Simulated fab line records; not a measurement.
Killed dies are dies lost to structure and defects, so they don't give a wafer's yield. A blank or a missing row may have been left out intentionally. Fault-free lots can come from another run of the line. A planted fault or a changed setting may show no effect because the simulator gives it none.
A single fault, viewed from 2 desks ; flow n5 finfet ; what lay behind the numbers comes last; until then each desk has only its own

== FOR THE TOOL OWNER'S DESK: cvd w-01 ==
The tool's own readings at N5_MOL_CONTACT_COAG_CVD_140 (deposits W, target thk 66.5 nm, time 215 s): means of the sampled wafers that have a number, for each lot that ran on this tool. A lot is out of limits, marked OUT, if its mean lies more than 4 standard deviations from the usual mean; the brackets give that distance.
Columns: A = heater power w at N5_MOL_CONTACT_COAG_CVD_140, usual 511 W; B = run length s at N5_MOL_CONTACT_COAG_CVD_140, usual 286.0 s
lot;first seen here;A;B
L809;day 5 12:53;515;285.5
L810;day 5 18:45;463;285.9
L811;day 6 01:43;511;285.6
L815;day 7 00:51;484;314.3 (+66) OUT
L818;day 7 18:10;491;314.2 (+66) OUT
L828;day 10 04:49;538;285.9
L831;day 11 00:10;494;285.7
This desk's finding: out of limits on L815, L818; first on L815, day 7 00:51 (run length s at N5_MOL_CONTACT_COAG_CVD_140). L809, L810, L811, L828, L831: within limits.

== AT THE METROLOGY DESK ==
What the gauges read for every lot (on any tool): the sampled wafers with a number, averaged. A lot is out of limits, marked OUT, if its mean lies more than 4 standard deviations from the usual mean; the brackets give that distance. 7 of its 12 readings are shown, namely those furthest out on some lot.
Columns: A = cd nm at N5_MOL_CONTACT_COAG_CD_MEAS_137, usual 16.0 nm; B = VD_OVL at N5_MOL_CONTACT_COAG_OVL_MEAS_41, usual -0.2 nm; C = DIBL_P at N5_BEOL_M4_RC_MEAS_101, usual 37 mV/V; D = SS_N at N5_BEOL_M4_RC_MEAS_101, usual 72.1 mV/dec; E = SS_P at N5_BEOL_M4_RC_MEAS_101, usual 73.4 mV/dec; F = VT_N at N5_BEOL_M4_RC_MEAS_101, usual 250 mV; G = VT_P at N5_BEOL_M4_RC_MEAS_101, usual -251 mV
lot;first seen here;A;B;C;D;E;F;G
L809;day 5 11:10;15.7;0.6;37;72.1;73.1;251;-250
L810;day 5 17:18;16.1;-0.4;35;72.1;72.7;251;-249
L811;day 5 23:59;16.4;-0.9;38;72.2;73.4;247;-248
L814;day 6 14:57;16.3;-0.2;37;72.0;73.5;251;-253
L815;day 6 23:09;16.2;-0.0;34;71.9;72.5;254;-251
L816;day 7 05:14;16.2;0.3;34;71.3;72.7;252;-252
L818;day 7 16:47;15.9;-0.5;38;72.4;74.1;250;-252
L828;day 10 03:17;15.9;0.2;38;72.9;74.3;248;-251
L829;day 10 10:43;15.6;-0.1;36;71.8;73.2;248;-254
L830;day 10 19:58;15.9;-0.1;36;71.4;73.1;251;-256
L831;day 10 22:44;15.8;0.1;37;71.5;73.4;252;-253
This desk found nothing out of limits on any of the 11 lots.

== ALL TOGETHER ==
On L815, L818, at day 7 00:51, an alarm was possible from the tool owner's desk.
The metrology desk saw nothing out of limits.
The metrology desk has L815, L818 on record, within its limits.
Of the lots named, all ran N5_MOL_CONTACT_COAG_CVD_140 on cvd w-01.

== WHAT THE SIMULATOR PUT IN ==
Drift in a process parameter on cvd w-01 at N5_MOL_CONTACT_COAG_CVD_140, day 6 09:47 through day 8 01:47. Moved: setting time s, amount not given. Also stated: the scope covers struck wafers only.
Lots struck among those shown: L815, L818.
Time in hours from fault onset to the first out-of-limits reading at each desk: the tool owner's desk, 15.
